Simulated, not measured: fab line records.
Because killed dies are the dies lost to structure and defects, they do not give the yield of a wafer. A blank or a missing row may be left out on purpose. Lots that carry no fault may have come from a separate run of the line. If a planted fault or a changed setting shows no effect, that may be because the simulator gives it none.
Which tool was responsible? | flow nand-harc | 13 lots with 39 wafers sampled at 5 steps, on a route of 1159 steps

== WHAT THE GAUGES SHOWED, per wafer ==
NHARC_A_BONDPAD_CD_MEAS_13. Usual: cd-nm reads 498.9 nm (standard deviation 2.4).
lot  | measured     | on        | cd-nm (nm)        | flag
L544 | day 18 06:53 | cd-sem-02 | 501.8 502.6 500.0 |
L547 | day 18 07:04 | cd-sem-02 | 494.5 498.0 497.0 |
L543 | day 18 07:28 | cd-sem-01 | 502.1 503.3 500.1 |
L546 | day 18 08:12 | cd-sem-02 | 501.6 498.7 496.8 |
L548 | day 19 00:49 | cd-sem-02 | 500.4 498.0 493.3 |
L545 | day 19 03:59 | cd-sem-01 | 503.7 502.2 501.8 |
L553 | day 19 18:07 | cd-sem-02 | 500.4 501.9 503.0 |
L550 | day 19 20:05 | cd-sem-03 | 498.2 497.1 502.4 |
L551 | day 20 07:20 | cd-sem-02 | 499.2 496.4 493.3 |
L555 | day 21 15:32 | cd-sem-03 | 498.1 497.0 502.1 |
L561 | day 22 16:40 | cd-sem-03 | 497.3 499.2 500.6 |
L563 | day 22 22:20 | cd-sem-02 | 497.4 495.7 494.3 |
L566 | day 23 21:46 | cd-sem-03 | 499.3 500.7 500.4 |

NHARC_HYBRID_BOND_OVL_MEAS_05. Usual: overlay-x-nm 2 nm, standard deviation 34; overlay-y-nm 0 nm, standard deviation 30.
lot  | measured     | on         | overlay-x-nm (nm) | overlay-y-nm (nm) | flag
L544 | day 18 19:08 | overlay-02 | -22 -16 6         | 46 36 -42         |
L547 | day 18 19:09 | overlay-01 | 9 31 -5           | 28 -50 26         |
L543 | day 18 19:09 | overlay-02 | 36 -77 74         | 24 11 10          |
L546 | day 18 19:09 | overlay-01 | 12 34 -32         | 34 53 33          |
L548 | day 19 13:41 | overlay-02 | -79 -7 9          | -53 -47 -35       |
L545 | day 19 13:41 | overlay-01 | -16 -3 -11        | -35 -44 -10       |
L553 | day 20 08:07 | overlay-01 | -21 61 10         | -10 44 44         |
L550 | day 20 08:07 | overlay-02 | 39 17 8           | 6 66 -4           |
L551 | day 20 21:25 | overlay-02 | -5 41 12          | 33 17 63          |
L555 | day 22 03:51 | overlay-01 | 6 2 21            | 18 -22 -38        |
L561 | day 23 03:43 | overlay-01 | 17 39 0           | -56 -15 -8        |
L563 | day 23 10:24 | overlay-01 | 1 19 17           | 17 7 -6           |
L566 | day 24 06:13 | overlay-02 | -18 -34 11        | -6 14 0           |

NHARC_END_SORT_01. Usual: defect-limited-yield 95.5 %, standard deviation 1.4; killed-at-array 26, standard deviation 9.1; killed-at-other 0.7, standard deviation 0.9; killed-at-periphery 3.6, standard deviation 2.8; killed-dies 30, standard deviation 9.2; killed-open 3.0, standard deviation 1.9; killed-short 2.0, standard deviation 1.4; sort_bin_2_pct 1.4 %, standard deviation 0.6; sort_bin_3_pct 0.23 %, standard deviation 0.17; sort_bin_4_pct 2.8 %, standard deviation 0.92; sort-n-pass 647, standard deviation 9.2; sort-rim-yield-pct 95.9 %, standard deviation 2.1; sort-yield-pct 95.5 %, standard deviation 1.4.
lot  | measured     | on        | defect-limited-yield (%) | killed-at-array | killed-at-other | killed-at-periphery | killed-dies | killed-open | killed-short | sort_bin_2_pct (%) | sort_bin_3_pct (%) | sort_bin_4_pct (%) | sort-n-pass | sort-rim-yield-pct (%) | sort-yield-pct (%) | flag
L546 | day 20 04:08 | prober-01 | 95.6 94.5 96.5           | 28 31 22        | 0 1 0           | 2 5 2               | 30 37 24    | 2 9 2       | 1 4 0        | 1.8 2.4 1.8        | 0 0.44 0.30        | 2.7 2.7 1.5        | 647 640 653 | 91.5 95.3 95.3         | 95.6 94.5 96.5     |
L553 | day 21 11:52 | prober-01 | 95.4 96.0 96.8           | 26 26 18        | 1 0 1           | 4 1 3               | 31 27 22    | 8 3 3       | 0 2 2        | 0.7 1.3 1.2        | 0.15 0.30 0.15     | 3.7 2.4 1.9        | 646 650 655 | 93.4 96.2 96.2         | 95.4 96.0 96.8     |
L555 | day 22 22:05 | prober-01 | 97.3 97.3 96.3           | 18 13 20        | 0 1 0           | 0 4 5               | 18 18 25    | 3 1 4       | 1 2 2        | 1.0 0.7 1.0        | 0 0.15 0.30        | 1.6 1.8 2.4        | 659 659 652 | 98.1 96.2 95.3         | 97.3 97.3 96.3     |
L563 | day 24 18:15 | prober-02 | 94.7 95.1 94.8           | 35 33 33        | 1 0 1           | 0 0 1               | 36 33 35    | 2 2 1       | 0 3 2        | 1.8 2.1 1.5        | 0.30 0.15 0.59     | 3.2 2.7 3.1        | 641 644 642 | 98.1 96.2 96.2         | 94.7 95.1 94.8     |

== TOOL THAT RAN EACH LOT (tool first, then ch and the chambers of the sampled wafers, then the start) ==
lot  | NHARC_A_BONDPAD_PVD_27                  | NHARC_THIN_TSV_ETCH_36
L544 | pvd-sputter-01, day 18 19:08 or earlier | rie-metal-03 ch 0,1, day 19 05:28
L547 | pvd-sputter-02, day 18 19:09 or earlier | rie-metal-01 ch 0,1, day 19 06:46
L543 | pvd-sputter-03, day 18 19:09 or earlier | rie-metal-03 ch 0,1, day 19 07:49
L546 | pvd-sputter-01, day 18 19:09 or earlier | rie-metal-01 ch 0,1, day 19 09:07
L548 | pvd-sputter-03, day 19 13:41 or earlier | rie-metal-01 ch 0,1, day 19 22:55
L545 | pvd-sputter-03, day 19 13:41 or earlier | rie-metal-02 ch 0,1, day 20 00:06
L553 | pvd-sputter-02, day 20 08:07 or earlier | rie-metal-03 ch 0,1, day 20 19:16
L550 | pvd-sputter-03, day 20 08:07 or earlier | rie-metal-02 ch 0,1, day 20 17:34
L551 | pvd-sputter-01, day 20 21:25 or earlier | rie-metal-01 ch 0,1, day 21 07:26
L555 | pvd-sputter-03, day 22 03:51 or earlier | rie-metal-03 ch 0,1, day 22 13:21
L561 | pvd-sputter-02, day 23 03:43 or earlier | rie-metal-01 ch 0,1, day 23 18:17
L563 | pvd-sputter-01, day 23 10:24 or earlier | rie-metal-02 ch 0,1, day 23 22:52
L566 | pvd-sputter-01, day 24 06:13 or earlier | rie-metal-03 ch 0,1, day 24 16:22
- NHARC_A_BONDPAD_PVD_27: deposits Cu, target thk 30 nm, time 20.49 s.
- NHARC_THIN_TSV_ETCH_36: etches the open film in Cl2/BCl3, target depth 65 nm, time 18.571 s.

== WHAT THE TOOLS THEMSELVES READ (means of the sampled wafers that have a number; where no wafer has one, the mark that the record gives instead) ==
NHARC_A_BONDPAD_PVD_27. Usual: throttle-valve-pct reads 30.0 % (standard deviation 1.1).
lot  | tool           | throttle-valve-pct (%) | flag
L544 | pvd-sputter-01 | 30.4                   |
L547 | pvd-sputter-02 | 29.2                   |
L543 | pvd-sputter-03 | 30.3                   |
L546 | pvd-sputter-01 | 29.6                   |
L548 | pvd-sputter-03 | 29.1                   |
L545 | pvd-sputter-03 | 29.5                   |
L553 | pvd-sputter-02 | 29.1                   |
L550 | pvd-sputter-03 | 30.4                   |
L551 | pvd-sputter-01 | 30.4                   |
L555 | pvd-sputter-03 | 30.6                   |
L561 | pvd-sputter-02 | 29.2                   |
L563 | pvd-sputter-01 | 30.3                   |
L566 | pvd-sputter-01 | 31.0                   |

NHARC_THIN_TSV_ETCH_36. Usual: drypump-motor-current-A 5.4 A, standard deviation 0.42; oes-product-au 0.992 a.u., standard deviation 0.012.
lot  | tool         | drypump-motor-current-A (A) | oes-product-au (a.u.) | flag
L544 | rie-metal-03 | 5.4                         | 0.979                 |
L547 | rie-metal-01 | 5.8                         | 0.993                 |
L543 | rie-metal-03 | 5.4                         | 0.996                 |
L546 | rie-metal-01 | 5.8                         | 0.990                 |
L548 | rie-metal-01 | 5.7                         | 0.996                 |
L545 | rie-metal-02 | 4.9                         | 0.998                 |
L553 | rie-metal-03 | 5.3                         | 0.972                 |
L550 | rie-metal-02 | 4.9                         | 1.010                 |
L551 | rie-metal-01 | 5.7                         | 1.001                 |
L555 | rie-metal-03 | 5.2                         | 0.987                 |
L561 | rie-metal-01 | 5.8                         | 0.892                 | OFF
L563 | rie-metal-02 | 4.9                         | 1.002                 |
L566 | rie-metal-03 | 5.4                         | 0.977                 |

== THE ANSWER, worked out from the rows above alone ==
Rule: a lot counts as off when the mean over its wafers that have a number is more than 3 standard deviations away from the usual mean. A lot without any number at a reading at which 4 lots or more have one is off too. Where the step has rows for the other lots, those lots are counted as sound. After the gauges, taken in route order, come the tools' own readings; for these a lot's mean is taken, as printed above. The first step at which some lot is off is used, and at that step the reading that is off furthest; a lot without a number counts as furthest.
Off at NHARC_THIN_TSV_ETCH_36 (oes-product-au): L561.
If a tool, at that step or one of the process steps before it, ran each lot that is off and ran no sound lot following the first of them, it fits. NHARC_A_BONDPAD_PVD_27: start missing for some lots; hours and lot order therefore follow NHARC_HYBRID_BOND_OVL_MEAS_05. This does not decide it: 2 tools fit, namely pvd-sputter-02 at NHARC_A_BONDPAD_PVD_27 and rie-metal-01 at NHARC_THIN_TSV_ETCH_36.

== WHAT WAS PUT IN BY THE SIMULATOR ==
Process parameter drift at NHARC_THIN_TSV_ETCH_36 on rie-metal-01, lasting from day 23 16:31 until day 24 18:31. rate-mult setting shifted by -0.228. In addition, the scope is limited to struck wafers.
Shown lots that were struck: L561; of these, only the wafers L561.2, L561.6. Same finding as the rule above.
